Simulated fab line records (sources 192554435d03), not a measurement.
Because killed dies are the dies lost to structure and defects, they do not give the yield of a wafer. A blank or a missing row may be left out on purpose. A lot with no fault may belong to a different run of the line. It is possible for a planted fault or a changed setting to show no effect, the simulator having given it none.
Lot-split experiment | flow n5_finfet | 21 wafers read across 7 lots, on a route 1938 steps long

ON THE SPLIT
At N5_MOL_CONTACT_COAG_ETCH_124 (etches SiNx in CH3F/O2, stops on SiOC, target depth 6.5 nm), the setting bias_w was moved away from the recipe's 73 W on 6 of the 21 wafers read, by -17.7% to +6.5%. All remaining wafers had this setting at the recipe value.

The reading is taken at the split's own step.

THE READING
rf_vpp_V, in V, at N5_MOL_CONTACT_COAG_ETCH_124 (etches SiNx in CH3F/O2, stops on SiOC, target depth 6.5 nm). Fault-free wafers of this fab line usually give 296 V, standard deviation 3.2 V.

wafer  | tool, chamber at the split | bias_w as run, W | against the recipe | rf_vpp_V, V | against lot-mates on the recipe
L074.3 | rie_diel-02, 2             | 73               | recipe             | 295         | -
L074.4 | rie_diel-02, 0             | 73               | recipe             | 296         | -
L074.6 | rie_diel-02, 3             | 73               | recipe             | 299         | -
L078.3 | rie_diel-02, 1             | 73               | recipe             | 296         | -
L078.4 | rie_diel-02, 3             | 73               | recipe             | 300         | -
L078.5 | rie_diel-02, 1             | 61.09            | -16.3%             | 257         | -41
L080.1 | rie_diel-01, 0             | 73               | recipe             | 293         | -
L080.5 | rie_diel-01, 0             | 73               | recipe             | 293         | -
L080.6 | rie_diel-01, 3             | 73               | recipe             | 301         | -
L083.1 | rie_diel-01, 2             | 73               | recipe             | 290         | -
L083.4 | rie_diel-01, 2             | 67.32            | -7.8%              | 272         | -19
L083.5 | rie_diel-01, 1             | 73               | recipe             | 292         | -
L084.3 | rie_diel-02, 3             | 60.1             | -17.7%             | 258         | -42
L084.4 | rie_diel-02, 1             | 60.1             | -17.7%             | 253         | -47
L084.5 | rie_diel-02, 3             | 73               | recipe             | 300         | -
L093.2 | rie_diel-01, 3             | 77.74            | +6.5%              | 313         | +19
L093.4 | rie_diel-01, 1             | 73               | recipe             | 294         | -
L093.6 | rie_diel-01, 1             | 77.74            | +6.5%              | 306         | +12
L094.2 | rie_diel-03, 0             | 73               | recipe             | 296         | -
L094.5 | rie_diel-03, 1             | 73               | recipe             | 298         | -
L094.6 | rie_diel-03, 0             | 73               | recipe             | 299         | -

THE FIT
A straight line over all 21 wafers: rf_vpp_V changes by +2.33 V for each +1% of bias_w; r = +0.98; the points scatter about the line by 3.5 V.
The same after taking each lot's own level away (the mean of its wafers on the recipe; 21 wafers): +2.5 V for each +1%; r = +0.99; scatter 2.3 V.
The reading moves by 44 V for the largest change in bias_w, on that fit.
Measured against the standard deviation above, the lots' own levels, which go from 291.0 to 300.0 V, span 2.8 times it.
Hence the lot-to-lot level has little effect on the slope; both slopes agree.
Check: with one of the wafers moved furthest among these (-17.7%) left out of the fit, the line predicts -45.2 V for it against its lot-mates. Against them it came out at -42 V.
Tool readings at the split's step, against how far the setting was moved: rf_vpp_V r = +0.98.

THE OTHER SPLITS THESE WAFERS WENT THROUGH
Note: prior to the reading, these wafers also went through further splits. Each is held against what the fit with the lots' levels taken away leaves over:
other split on the same wafers         | wafers away from the commonest value | r with rf_vpp_V (lot level and that fit taken away)
N5_SDB_COAT_05 spin_rpm                | 6                                    | +0.02
N5_MOL_CONTACT_COAG_EXPOSE_05 dose_mj  | 7                                    | -0.21
N5_MOL_CONTACT_COAG_ETCH_15 source_w   | 8                                    | +0.03
N5_MOL_CONTACT_COAG_ALD_133 ald_cycles | 5                                    | +0.03

FILE'S OWN FIT
rf_vpp_V changes by +2.5 V for each +1% of bias_w, r = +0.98.
